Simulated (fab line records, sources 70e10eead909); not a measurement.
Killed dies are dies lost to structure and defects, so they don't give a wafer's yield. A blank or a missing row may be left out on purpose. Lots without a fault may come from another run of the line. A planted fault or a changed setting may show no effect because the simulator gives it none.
fab line records | flow nand_harc
record lots=12 wafers=36 last_day=23
route steps=1159 shown P_M2@341 P_BONDPAD@352 END@1159
lots that met no fault: from a run of the same line without faults
start_h: hours from the record's first day to the start of the lot's first wafer shown | wait_h: hours since the lot's step before | " the same as in the row above | L1.1+2: a row that stands for several wafers | - no value, or no start given | * or withheld: withheld | < > ~ a bound
route shown NAME@n: a module of which the file shows steps, and the number in the route of the first | usual: mean/standard deviation of fault-free wafers | same: alike in all rows | chamber/n: place in a boat | sites: the reading at each site | _std_site: their standard deviation | _edge_site: outer sites' mean less inner sites' | radius_mm: how far each site lies from the wafer's centre | mask NAME#n: copy n | behind: the tool/chamber that last shaped the wafer | hold: why the lot was held/for how many hours/how that ended | device: the transistor (n, p or np) that didn't switch | end of line: the same wafers' tests at the end of the route | a step without rows: its recipe alone | killed: dies lost to structure and defects at the first sort, not the wafer's yield | map: a wafer's dies, x killed, . not, _ none there
set.NAME: the setting as run; set.NAME@STEP: as run at that earlier step | model.NAME: the simulator's own value behind a step, which no gauge read
steps of the route over a sample of lots; a table a step, a row a wafer
services: from which hour (start_h, from the record's first day; less than 0 if before it) a tool's chamber was out of use, for how many hours, and why
## steps
# step NHARC_P_M2_PVD_21
# recipe target_thk_a=300 chamber_pressure_pa=5 power_w=5000 substrate_temp_c=30 time_s=20.49 material=Cu
# usual cathode_dc_power_W=5000.1/0.9 chamber_pressure_pa=5.000/0.011 throttle_valve_pct=29.6/0.79
# columns lot.wafer tool chamber start_h wait_h cathode_dc_power_W chamber_pressure_pa throttle_valve_pct
L230.4 pvd_sputter-01 - 125.27 - 5001.7 5.019 29.5
L230.1 " - " " 5001.1 5.025 28.6
L230.5 " - " " 4999.4 5.028 30.0
L232.1 pvd_sputter-02 - 135.04 - 4999.5 4.995 30.8
L232.2 " - " " 4999.9 5.003 27.7
L232.6 " - " " 4999.2 5.000 30.0
L237.2 pvd_sputter-03 - 172.54 - 5001.0 4.995 29.5
L237.4 " - " " 5001.5 5.014 30.3
L237.5 " - " " 4999.9 5.003 29.3
L238.2 pvd_sputter-02 - 172.89 - 4999.8 4.982 30.1
L238.6 " - " " 4999.7 4.970 30.8
L238.5 " - " " 5000.1 5.020 27.7
L239.3 pvd_sputter-02 - 184.29 - 5000.2 4.969 30.2
L239.4 " - " " 5000.7 4.999 27.8
L239.2 " - " " 5000.0 4.989 29.2
L240.4 pvd_sputter-03 - 184.73 - 5001.4 5.000 29.9
L240.2 " - " " 4998.9 5.005 30.2
L240.1 " - " " 5001.3 4.988 29.7
L242.3 pvd_sputter-03 - 199.86 - - - -
L242.1 " - " " - - -
L242.6 " - " " - - -
L244.1 pvd_sputter-01 - 208.58 - - - -
L244.2 " - " " - - -
L244.4 " - " " - - -
L245.2 pvd_sputter-01 - 222.74 - - - -
L245.3 " - " " - - -
L245.5 " - " " - - -
L250.1 pvd_sputter-03 - 243.76 - 4998.7 4.990 29.9
L250.3 " - " " 4998.6 5.008 30.2
L250.5 " - " " 5000.3 5.015 29.5
L252.3 pvd_sputter-02 - 253.06 - 4999.2 4.991 28.6
L252.4 " - " " 5000.7 5.006 29.6
L252.6 " - " " 4998.9 4.979 28.9
L253.4 pvd_sputter-02 - 256.68 - 5001.7 4.994 28.9
L253.2 " - " " 5000.3 5.010 30.3
L253.5 " - " " 5000.1 4.988 27.8
# step NHARC_P_M2_INSPECT_27
# usual raw_defect_count=335/140
# columns lot.wafer tool chamber start_h wait_h raw_defect_count
L230.1 defect_inspect-01 - 126.61 0.0 205
L230.4 " - " " 159
L230.5 " - " " 212
L232.1 defect_inspect-01 - 136.66 0.0 323
L232.2 " - " " 364
L232.6 " - " " 280
L237.2 defect_inspect-02 - 173.88 0.0 333
L237.4 " - " " 272
L237.5 " - " " 136
L238.2 defect_inspect-02 - 174.18 0.0 323
L238.5 " - " " 397
L238.6 " - " " 428
L239.2 defect_inspect-02 - 185.62 0.0 398
L239.3 " - " " 216
L239.4 " - " " 260
L240.1 defect_inspect-01 - 186.57 0.0 240
L240.2 " - " " 306
L240.4 " - " " 309
L242.1 defect_inspect-01 - 201.20 0.0 499
L242.3 " - " " 399
L242.6 " - " " 191
L244.1 defect_inspect-01 - 209.90 0.0 184
L244.2 " - " " 261
L244.4 " - " " 294
L245.2 defect_inspect-01 - 224.13 0.0 252
L245.3 " - " " 297
L245.5 " - " " 286
L250.1 defect_inspect-01 - 245.40 0.0 256
L250.3 " - " " 187
L250.5 " - " " 178
L252.3 defect_inspect-02 - 254.59 0.0 370
L252.4 " - " " 522
L252.6 " - " " 371
L253.2 defect_inspect-01 - 258.02 0.0 274
L253.4 " - " " 404
L253.5 " - " " 220
# step NHARC_P_M2_DEP_33
# recipe target_thk_a=300 temp_c=370 target_thk_nm=30 pressure_torr=3 flow_sccm=200 rf_w=450 material=SiCN
# usual chamber_pressure_Torr=3.000/0.0065 heater_power_w=622/47 rf_fwd_power_W=448.9/1.4
# columns lot.wafer tool chamber start_h wait_h chamber_pressure_Torr heater_power_w rf_fwd_power_W
L230.1 pecvd-04 1 126.84 0.1 3.009 705 449.3
L230.4 " 0 " " 3.017 664 448.5
L230.5 " 1 " " 2.989 716 448.9
L232.2 pecvd-04 1 136.85 0.1 2.995 718 447.6
L232.1 " 2 " " 2.999 582 451.1
L232.6 " 0 " " 3.000 576 449.2
L237.2 pecvd-02 0 174.07 0.1 2.998 617 450.3
L237.4 " 0 " " 2.991 634 449.2
L237.5 " 1 " " 2.997 607 448.8
L238.2 pecvd-03 1 174.37 0.1 3.001 529 448.1
L238.5 " 1 " " 2.997 545 447.6
L238.6 " 2 " " 2.987 595 446.6
L239.3 pecvd-03 0 185.76 0.1 3.004 630 448.4
L239.2 " 1 " " 2.993 617 450.2
L239.4 " 0 " " 3.008 628 449.0
L240.1 pecvd-03 2 186.80 0.1 3.005 624 448.2
L240.2 " 0 " " 2.998 536 450.0
L240.4 " 1 " " 3.005 590 451.1
L242.3 pecvd-03 0 201.55 0.1 2.994 647 450.8
L242.1 " 1 " " 3.007 594 449.6
L242.6 " 0 " " 3.002 658 449.6
L244.1 pecvd-02 2 210.05 0.1 3.004 670 449.3
L244.2 " 0 " " 3.006 597 449.5
L244.4 " 0 " " 3.004 611 447.1
L245.2 pecvd-03 1 224.27 0.1 3.006 595 450.3
L245.3 " 0 " " 3.008 657 450.4
L245.5 " 1 " " 3.001 595 450.5
L250.3 pecvd-03 0 246.51 0.1 3.001 645 448.5
L250.1 " 1 " " 3.003 629 450.2
L250.5 " 0 " " 2.996 642 450.0
L252.3 pecvd-03 2 254.73 0.1 2.997 603 447.8
L252.4 " 2 " " 3.003 614 447.6
L252.6 " 1 " " 3.001 527 447.9
L253.2 pecvd-03 2 258.35 0.1 3.002 626 449.3
L253.4 " 1 " " 2.995 506 449.4
L253.5 " 2 " " 3.005 605 449.4
# step NHARC_P_BONDPAD_CMP_32
# recipe target_thk_nm=200 material=SiCN
# usual motor_current_A=11.4/1.3 retaining_ring_pressure_frac=1.000/0.0046
# columns lot.wafer tool chamber start_h wait_h motor_current_A retaining_ring_pressure_frac
L230.1 cmp-04 3 127.78 - 10.3 0.993
L230.4 " 1 " " 10.7 0.993
L230.5 " 3 " " 10.0 0.993
L232.2 cmp-04 2 137.63 - 11.3 0.993
L232.1 " 3 " " 10.3 1.002
L232.6 " 3 " " 10.0 1.006
L237.2 cmp-02 2 174.83 - 10.2 0.999
L237.4 " 0 " " 13.0 0.998
L237.5 " 2 " " 10.1 1.003
L238.2 cmp-01 2 175.48 0.5 12.9 1.000
L238.5 " 0 " " 9.9 1.006
L238.6 " 1 " " 13.9 0.990
L239.3 cmp-04 1 186.61 - 10.4 1.006
L239.2 " 2 " " 11.2 1.004
L239.4 " 3 " " 10.8 1.002
L240.1 cmp-02 0 187.59 - 12.1 1.004
L240.2 " 1 " " 12.7 0.996
L240.4 " 2 " " 10.2 0.994
L250.3 cmp-01 1 247.45 - 13.9 0.995
L250.1 " 0 " " 10.0 1.005
L250.5 " 2 " " 12.5 0.998
L252.3 cmp-04 3 255.56 - 10.1 0.999
L252.4 " 2 " " 11.5 1.005
L252.6 " 3 " " 10.7 0.996
L253.4 cmp-04 0 259.12 - 12.4 1.001
L253.2 " 2 " " 11.1 0.995
L253.5 " 0 " " 12.1 0.997
# step NHARC_END_SORT_01
# recipe temp_c=25
# usual defect_limited_yield=95.4/1.5 killed_at_array=27/9.9 killed_at_other=0.5/0.76 killed_at_periphery=3.4/2.2 killed_dies=31/10 killed_open=3.3/2 killed_short=2.0/1.5 sort_bin_2_pct=1.5/0.64 sort_bin_3_pct=0.21/0.2 sort_bin_4_pct=2.9/0.97 sort_n_pass=646/10 sort_rim_yield_pct=96.9/2 sort_yield_pct=95.4/1.5
# same gross_dies=677 sort_bin_5_pct[%]=0 sort_bin_6_pct[%]=0 sort_bin_7_pct[%]=0 sort_bin_8_pct[%]=0 sort_rim_n_gross=106.00
# columns lot.wafer tool chamber start_h wait_h hold defect_limited_yield[%] killed_at_array killed_at_other killed_at_periphery killed_dies killed_open killed_short sort_bin_2_pct[%] sort_bin_3_pct[%] sort_bin_4_pct[%] sort_n_pass sort_rim_yield_pct[%] sort_yield_pct[%]
L232.1 prober-02 0 446.12 2.6 - 95.4 27 0 4 31 4 5 1.6 0.15 2.8 646 93.4 95.4
L232.2 prober-02 0 446.92 2.8 - 96.0 18 1 8 27 3 4 1.0 0 3.0 650 93.4 96.0
L232.6 prober-02 0 450.11 4.0 - 96.6 16 1 6 23 5 1 1.2 0.30 1.9 654 99.1 96.6
L230.1 prober-01 0 459.39 2.5 - 96.6 21 0 2 23 3 1 1.6 0 1.8 654 100.0 96.6
L230.4 prober-01 0 461.80 3.4 - 96.8 19 0 3 22 4 1 0.4 0 2.8 655 100.0 96.8
L230.5 prober-01 0 462.60 3.7 - 96.6 19 2 2 23 2 2 1.2 0 2.2 654 97.2 96.6
L238.2 prober-01 0 484.71 2.8 - 97.8 11 2 2 15 5 0 0.9 0.15 1.2 662 100.0 97.8
L238.5 prober-01 0 487.16 3.8 - 97.0 12 0 8 20 4 4 0.7 0.30 1.9 657 97.2 97.0
L238.6 prober-01 0 487.98 4.1 - 97.2 12 1 6 19 3 1 1.0 0.15 1.6 658 97.2 97.2
L237.2 prober-02 0 484.72 2.8 - 92.9 44 2 2 48 6 2 1.8 0.59 4.7 629 94.3 92.9
L237.4 prober-02 0 486.33 3.4 - 91.9 49 2 4 55 4 3 2.1 0.74 5.3 622 91.5 91.9
L237.5 prober-02 0 487.13 3.7 - 92.5 42 1 8 51 7 1 3.0 0.44 4.1 626 94.3 92.5
L240.1 prober-01 0 492.84 2.5 - 97.2 10 3 6 19 4 0 0.7 0.15 1.9 658 99.1 97.2
L240.2 prober-01 0 493.63 2.8 - 97.8 9 1 5 15 1 1 0.7 0.15 1.3 662 99.1 97.8
L240.4 prober-01 0 495.22 3.4 - 97.3 13 0 5 18 3 1 1.0 0.15 1.5 659 96.2 97.3
L239.2 prober-02 0 500.39 2.8 - 95.6 28 1 1 30 4 1 1.2 0 3.2 647 98.1 95.6
L239.3 prober-02 0 501.20 3.1 - 96.3 23 2 0 25 0 1 0.6 0.15 3.0 652 100.0 96.3
L239.4 prober-02 0 502.00 3.4 - 96.3 22 1 2 25 2 0 1.5 0.15 2.1 652 97.2 96.3
L242.1 prober-01 0 517.51 2.5 await_dispo/7.0h/scrap 0 24 0 653 677 8 7 97.3 0.30 2.4 0 0 0
L242.3 prober-01 0 519.11 3.1 await_dispo/7.0h/scrap 0 12 0 665 677 3 0 98.5 0.15 1.3 0 0 0
L242.6 prober-01 0 521.52 4.0 await_dispo/7.0h/scrap 0 13 0 664 677 3 3 98.4 0.15 1.5 0 0 0
L244.1 prober-02 0 517.54 2.5 await_dispo/2.9h/scrap 0 30 0 647 677 1 1 97.5 0.59 1.9 0 0 0
L244.2 prober-02 0 518.34 2.8 await_dispo/2.9h/scrap 0 36 1 640 677 2 3 95.9 0.15 4.0 0 0 0
L244.4 prober-02 0 519.94 3.4 await_dispo/2.9h/scrap 0 32 0 645 677 2 3 96.2 0 3.8 0 0 0
L245.2 prober-02 0 532.09 2.8 await_dispo/3.4h/scrap 0 43 3 631 677 4 3 94.7 0 5.3 0 0 0
L245.3 prober-02 0 532.88 3.1 await_dispo/3.4h/scrap 0 40 1 636 677 5 6 95.9 0.15 4.0 0 0 0
L245.5 prober-02 0 534.48 3.7 await_dispo/3.4h/scrap 0 44 1 632 677 9 3 95.7 0.15 4.1 0 0 0
L250.1 prober-01 0 550.27 2.5 - 96.8 15 1 6 22 5 1 1.0 0.15 2.1 655 98.1 96.8
L250.3 prober-01 0 551.88 3.1 - 97.3 16 0 2 18 3 1 1.0 0.30 1.3 659 97.2 97.3
L250.5 prober-01 0 553.49 3.7 - 96.8 14 2 6 22 7 1 1.2 0 2.1 655 99.1 96.8
L253.2 prober-01 0 558.84 2.8 - 94.1 32 0 8 40 2 5 1.6 0.44 3.8 637 96.2 94.1
L253.4 prober-01 0 560.41 3.3 - 93.4 42 0 3 45 5 1 2.4 0.15 4.1 632 95.3 93.4
L253.5 prober-01 0 561.19 3.6 - 92.6 46 1 3 50 7 2 2.8 0.15 4.4 627 96.2 92.6
L252.3 prober-02 0 559.67 3.1 - 95.1 30 0 3 33 3 2 1.6 0.15 3.1 644 100.0 95.1
L252.4 prober-02 0 560.48 3.4 - 93.5 41 0 3 44 6 3 2.7 0.30 3.5 633 96.2 93.5
L252.6 prober-02 0 562.10 4.1 - 94.2 37 0 2 39 1 0 1.3 0.59 3.8 638 97.2 94.2
# killed by level:class
L232.1 A_CHANNEL_HOLE_D1:chamber_film_flake=8 A_STAIRCASE:chamber_film_flake=3 A_CONTACT:chamber_film_flake=3 A_CONTACT:geometric_particle:short=2 P_M2:chamber_film_flake=2 A_SLIT:chamber_film_flake=2 A_WL_FILL:chamber_film_flake=2 P_GATE:geometric_particle:short=1
L232.2 A_CHANNEL_HOLE_D1:chamber_film_flake=8 P_GATE:chamber_film_flake=3 P_M2:chamber_film_flake=3 A_CHANNEL_FILL_D1:geometric_particle:open=2 A_WL_FILL:geometric_particle:short=2 A_CONTACT:chamber_film_flake=2 A_CONTACT:geometric_particle:open=1 A_M0:geometric_particle:short=1
L232.6 A_WL_FILL:chamber_film_flake=6 A_CHANNEL_HOLE_D1:chamber_film_flake=4 A_STAIRCASE:chamber_film_flake=2 P_GATE:geometric_particle:open=1 P_M0:geometric_particle:short=1 P_M1:geometric_particle:open=1 A_SGD_CUT:geometric_particle:open=1 A_M0:geometric_particle:open=1
L230.1 A_CHANNEL_HOLE_D1:chamber_film_flake=16 P_M0:geometric_particle:open=2 A_STAIRCASE:chamber_film_flake=2 A_CHANNEL_FILL_D1:geometric_particle:short=1 A_SLIT:geometric_particle:open=1 A_SGD_CUT:chamber_film_flake=1
L230.4 A_CHANNEL_HOLE_D1:chamber_film_flake=11 A_STAIRCASE:chamber_film_flake=3 P_GATE:geometric_particle:open=1 P_M0:geometric_particle:open=1 A_CHANNEL_HOLE_D1:geometric_particle:short=1 A_SGD_CUT:geometric_particle:open=1 A_M0:geometric_particle:open=1 P_ZERO_WELL:chamber_film_flake=1
L230.5 A_CHANNEL_HOLE_D1:chamber_film_flake=13 A_ONON_D1:geometric_particle:short=2 THIN_TSV:chamber_film_flake=2 P_CONTACT:geometric_particle:open=1 A_CONTACT:geometric_particle:open=1 P_ZERO_WELL:chamber_film_flake=1 A_SLIT:chamber_film_flake=1 A_CHANNEL_FILL_D1:chamber_film_flake=1
L238.2 A_CHANNEL_HOLE_D1:chamber_film_flake=5 A_STAIRCASE:chamber_film_flake=2 THIN_TSV:chamber_film_flake=2 P_CONTACT:geometric_particle:open=1 P_M0:geometric_particle:open=1 A_SOURCE_PLATE:geometric_particle:open=1 A_ONON_D1:geometric_particle:open=1 A_CONTACT:geometric_particle:open=1
L237.2 A_CHANNEL_HOLE_D1:chamber_film_flake=17 A_SLIT:chamber_film_flake=12 A_STAIRCASE:chamber_film_flake=6 A_CHANNEL_FILL_D1:geometric_particle:open=2 A_M0:geometric_particle:open=2 THIN_TSV:chamber_film_flake=2 P_M0:geometric_particle:open=1 A_CHANNEL_FILL_D1:geometric_particle:short=1
L237.4 A_CHANNEL_HOLE_D1:chamber_film_flake=16 A_SLIT:chamber_film_flake=16 A_STAIRCASE:chamber_film_flake=5 A_CONTACT:chamber_film_flake=4 A_CHANNEL_FILL_D1:geometric_particle:short=2 P_STI:chamber_film_flake=2 THIN_TSV:chamber_film_flake=2 P_CONTACT:geometric_particle:open=1
L237.5 A_CHANNEL_HOLE_D1:chamber_film_flake=11 A_STAIRCASE:chamber_film_flake=11 A_SLIT:chamber_film_flake=8 P_GATE:chamber_film_flake=4 A_CONTACT:chamber_film_flake=4 A_WL_FILL:geometric_particle:open=2 A_CONTACT:geometric_particle:open=2 P_STI:chamber_film_flake=2
L238.5 P_M1:chamber_film_flake=6 A_CHANNEL_HOLE_D1:chamber_film_flake=3 P_CONTACT:geometric_particle:open=1 A_SOURCE_PLATE:geometric_particle:short=1 A_ONON_D1:geometric_particle:open=1 A_SGD_CUT:geometric_particle:open=1 A_SGD_CUT:geometric_particle:short=1 A_CONTACT:geometric_particle:short=1
L238.6 A_CHANNEL_HOLE_D1:chamber_film_flake=4 P_M1:chamber_film_flake=3 A_STAIRCASE:chamber_film_flake=2 P_CONTACT:geometric_particle:open=1 A_CHANNEL_HOLE_D1:geometric_particle:open=1 A_CHANNEL_FILL_D1:geometric_particle:short=1 A_CONTACT:geometric_particle:open=1 P_ZERO_WELL:chamber_film_flake=1
L240.1 A_CHANNEL_HOLE_D1:chamber_film_flake=4 P_STI:chamber_film_flake=3 THIN_TSV:chamber_film_flake=3 P_GATE:chamber_film_flake=2 A_STAIRCASE:chamber_film_flake=2 P_M0:geometric_particle:open=1 A_CHANNEL_FILL_D1:geometric_particle:open=1 A_CONTACT:geometric_particle:open=1
L240.2 A_CHANNEL_HOLE_D1:chamber_film_flake=5 A_STAIRCASE:chamber_film_flake=3 P_STI:chamber_film_flake=2 P_GATE:geometric_particle:short=1 P_CONTACT:geometric_particle:open=1 P_ZERO_WELL:chamber_film_flake=1 A_CONTACT:chamber_film_flake=1 THIN_TSV:chamber_film_flake=1
L240.4 A_CONTACT:chamber_film_flake=5 P_M1:chamber_film_flake=3 A_CHANNEL_HOLE_D1:chamber_film_flake=2 A_CHANNEL_HOLE_D1:geometric_particle:open=1 A_BLC:geometric_particle:open=1 A_M0:geometric_particle:short=1 A_M0:geometric_particle:open=1 P_ZERO_WELL:chamber_film_flake=1
L239.2 A_CHANNEL_HOLE_D1:chamber_film_flake=22 P_M0:geometric_particle:short=1 A_WL_FILL:geometric_particle:open=1 A_CONTACT:geometric_particle:open=1 A_M0:geometric_particle:open=1 A_M1:geometric_particle:open=1 A_ZERO_WELL:chamber_film_flake=1 A_STAIRCASE:chamber_film_flake=1
L239.3 A_CHANNEL_HOLE_D1:chamber_film_flake=16 A_STAIRCASE:chamber_film_flake=4 A_WL_FILL:chamber_film_flake=2 A_CHANNEL_FILL_D1:geometric_particle:short=1 THIN_TSV:chamber_film_flake=1 HYBRID_BOND:latent=1
L239.4 A_CHANNEL_HOLE_D1:chamber_film_flake=18 A_WL_FILL:chamber_film_flake=2 P_CONTACT:geometric_particle:open=1 A_M1:geometric_particle:open=1 P_GATE:chamber_film_flake=1 A_CONTACT:chamber_film_flake=1 HYBRID_BOND:latent=1
L242.1 P_M2:area_pvd=650 A_CHANNEL_HOLE_D1:chamber_film_flake=6 A_CONTACT:geometric_particle:open=2 A_BLC:geometric_particle:open=2 A_M0:geometric_particle:open=2 A_ZERO_WELL:chamber_film_flake=2 A_CHANNEL_FILL_D1:chamber_film_flake=2 P_CONTACT:geometric_particle:short=1
L244.1 P_M2:area_pvd=646 A_CHANNEL_HOLE_D1:chamber_film_flake=21 A_STAIRCASE:chamber_film_flake=3 A_CONTACT:chamber_film_flake=3 A_SGD_CUT:geometric_particle:short=1 A_SGD_CUT:geometric_particle:open=1 P_GATE:chamber_film_flake=1 A_WL_FILL:chamber_film_flake=1
L244.2 P_M2:area_pvd=639 A_CHANNEL_HOLE_D1:chamber_film_flake=24 A_CONTACT:chamber_film_flake=5 A_CONTACT:geometric_particle:open=2 A_SGD_CUT:geometric_particle:short=1 A_CONTACT:geometric_particle:short=1 P_BONDPAD:chamber_film_flake=1 STARTING-WAFER:geometric_particle:short=1
L242.3 P_M2:area_pvd=662 A_CHANNEL_HOLE_D1:chamber_film_flake=4 A_CONTACT:chamber_film_flake=3 P_M0:chamber_film_flake=2 P_M2:geometric_particle:open=1 A_SOURCE_PLATE:geometric_particle:open=1 A_CONTACT:geometric_particle:open=1 A_CHANNEL_FILL_D1:chamber_film_flake=1
L244.4 P_M2:area_pvd=643 A_CHANNEL_HOLE_D1:chamber_film_flake=22 A_WL_FILL:geometric_particle:short=2 A_CONTACT:chamber_film_flake=2 A_SOURCE_PLATE:geometric_particle:open=1 A_CONTACT:geometric_particle:short=1 A_M1:geometric_particle:open=1 P_ZERO_WELL:chamber_film_flake=1
L242.6 P_M2:area_pvd=662 P_M0:chamber_film_flake=2 A_ZERO_WELL:chamber_film_flake=2 A_STAIRCASE:chamber_film_flake=2 A_SLIT:chamber_film_flake=2 A_ONON_D1:geometric_particle:short=1 A_CHANNEL_FILL_D1:geometric_particle:short=1 A_SGD_CUT:geometric_particle:open=1
L245.2 P_M2:area_pvd=628 A_SLIT:chamber_film_flake=21 A_CHANNEL_HOLE_D1:chamber_film_flake=7 A_CONTACT:chamber_film_flake=4 A_SGD_CUT:chamber_film_flake=3 THIN_TSV:chamber_film_flake=3 A_ONON_D1:geometric_particle:open=2 A_STAIRCASE:chamber_film_flake=2
L245.3 P_M2:area_pvd=633 A_SLIT:chamber_film_flake=19 A_STAIRCASE:chamber_film_flake=4 A_CONTACT:chamber_film_flake=4 A_CHANNEL_HOLE_D1:chamber_film_flake=3 A_CHANNEL_FILL_D1:geometric_particle:open=2 A_CONTACT:geometric_particle:open=2 A_SGD_CUT:chamber_film_flake=2
L245.5 P_M2:area_pvd=630 A_SLIT:chamber_film_flake=16 A_CHANNEL_HOLE_D1:chamber_film_flake=8 A_STAIRCASE:chamber_film_flake=5 A_CONTACT:geometric_particle:open=3 A_CONTACT:chamber_film_flake=3 A_CHANNEL_HOLE_D1:geometric_particle:open=2 P_CONTACT:geometric_particle:open=1
L250.1 A_CHANNEL_HOLE_D1:chamber_film_flake=6 P_M0:geometric_particle:open=2 A_STAIRCASE:chamber_film_flake=2 A_CONTACT:chamber_film_flake=2 A_M1:chamber_film_flake=2 P_GATE:geometric_particle:short=1 P_GATE:geometric_particle:open=1 A_ONON_D1:geometric_particle:open=1
L250.3 A_CHANNEL_HOLE_D1:chamber_film_flake=7 A_M1:chamber_film_flake=3 P_CONTACT:geometric_particle:short=1 A_SOURCE_PLATE:geometric_particle:open=1 A_ONON_D1:geometric_particle:open=1 A_M1:geometric_particle:open=1 P_BONDPAD:chamber_film_flake=1 A_STAIRCASE:chamber_film_flake=1
L250.5 A_CHANNEL_HOLE_D1:chamber_film_flake=6 A_CONTACT:chamber_film_flake=4 P_CONTACT:geometric_particle:open=3 THIN_TSV:chamber_film_flake=2 P_STI:geometric_particle:open=1 P_CONTACT:geometric_particle:short=1 P_M0:geometric_particle:open=1 A_CHANNEL_HOLE_D1:geometric_particle:open=1
L253.2 A_SLIT:chamber_film_flake=15 A_CHANNEL_HOLE_D1:chamber_film_flake=8 P_GATE:chamber_film_flake=5 A_CONTACT:chamber_film_flake=3 A_WL_FILL:geometric_particle:short=2 P_M0:geometric_particle:short=1 P_M1:geometric_particle:open=1 A_ONON_D1:geometric_particle:short=1
L252.3 A_SLIT:chamber_film_flake=22 A_CHANNEL_HOLE_D1:chamber_film_flake=2 A_M1:chamber_film_flake=2 P_STI:geometric_particle:open=1 P_CONTACT:geometric_particle:open=1 A_ONON_D1:geometric_particle:open=1 A_CHANNEL_FILL_D1:geometric_particle:short=1 A_M0:geometric_particle:short=1
L253.4 A_SLIT:chamber_film_flake=17 A_CHANNEL_HOLE_D1:chamber_film_flake=9 A_STAIRCASE:chamber_film_flake=5 A_CONTACT:chamber_film_flake=4 A_ZERO_WELL:chamber_film_flake=2 P_GATE:geometric_particle:open=1 A_ONON_D1:geometric_particle:open=1 A_CHANNEL_FILL_D1:geometric_particle:short=1
L252.4 A_SLIT:chamber_film_flake=16 A_CHANNEL_HOLE_D1:chamber_film_flake=8 A_CONTACT:chamber_film_flake=7 A_CHANNEL_FILL_D1:geometric_particle:open=3 A_M0:geometric_particle:short=2 P_M2:chamber_film_flake=2 P_CONTACT:geometric_particle:open=1 A_ONON_D1:geometric_particle:open=1
L253.5 A_SLIT:chamber_film_flake=19 A_CHANNEL_HOLE_D1:chamber_film_flake=7 A_STAIRCASE:chamber_film_flake=6 A_CONTACT:chamber_film_flake=5 A_CONTACT:geometric_particle:open=2 P_CONTACT:geometric_particle:open=1 A_ONON_D1:geometric_particle:short=1 A_SGD_CUT:geometric_particle:open=1
L252.6 A_SLIT:chamber_film_flake=18 A_CHANNEL_HOLE_D1:chamber_film_flake=8 A_CONTACT:chamber_film_flake=7 P_M2:chamber_film_flake=2 A_WL_FILL:geometric_particle:open=1 A_ZERO_WELL:chamber_film_flake=1 A_STAIRCASE:chamber_film_flake=1 A_WL_FILL:chamber_film_flake=1
## services
# columns tool chamber start_h hours kind
pvd_sputter-03 - 102.00 10.0 pm
cmp-01 - 102.77 20.4 repair
cmp-04 - 105.07 4.0 pm
cmp-02 - 108.20 3.4 repair
pecvd-03 - 111.34 13.0 pm
cmp-04 - 117.29 0.8 repair
pvd_sputter-03 - 117.59 1.5 repair
cmp-02 - 128.59 4.0 pm
cmp-04 - 148.06 2.4 repair
pecvd-02 - 153.06 13.0 pm
pvd_sputter-03 - 155.92 2.0 repair
pvd_sputter-01 - 158.17 10.0 pm
cmp-01 - 159.67 0.3 repair
pecvd-03 0 164.67 20.3 repair
cmp-02 - 167.30 0.9 repair
cmp-04 - 171.01 5.5 repair
cmp-01 - 179.53 4.0 pm
pecvd-04 - 195.32 13.0 pm
cmp-01 - 202.59 3.6 repair
cmp-04 - 203.07 4.0 pm
pvd_sputter-03 - 215.16 12.0 repair
pvd_sputter-02 - 218.80 2.2 repair
pvd_sputter-02 - 222.76 4.5 repair
cmp-02 - 226.59 4.0 pm
## key
first_sign step=NHARC_P_M2_PVD_21 reading=tool_record direction=missing
effect step=NHARC_END_SORT_01 reading=killed_at_periphery direction=up sigmas=99+ usual=3.4 struck=645.9
more_kills_born_at NHARC_P_M2_PVD_21@pvd_sputter-01=3819 NHARC_P_M2_PVD_21@pvd_sputter-03=1974
met_at NHARC_P_M2_PVD_21
struck_lots L242,L244,L245
later_rows_left_out L242.1,L242.3,L242.6,L244.1,L244.2,L244.4,L245.2,L245.3,L245.5
not_acting_at NHARC_P_M2_INSPECT_27,NHARC_P_M2_DEP_33,NHARC_P_BONDPAD_CMP_32
onset_between 184.73 199.86
fault kind=skipped_step_whole tool=pvd_sputter-01,pvd_sputter-03 chamber=- onset_h=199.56 steps=NHARC_P_M2_PVD_21 scope=struck_lots_only
# later_rows_left_out: the simulator's readings of these wafers behind a module that went badly wrong aren't trusted and aren't shown, but for the sort
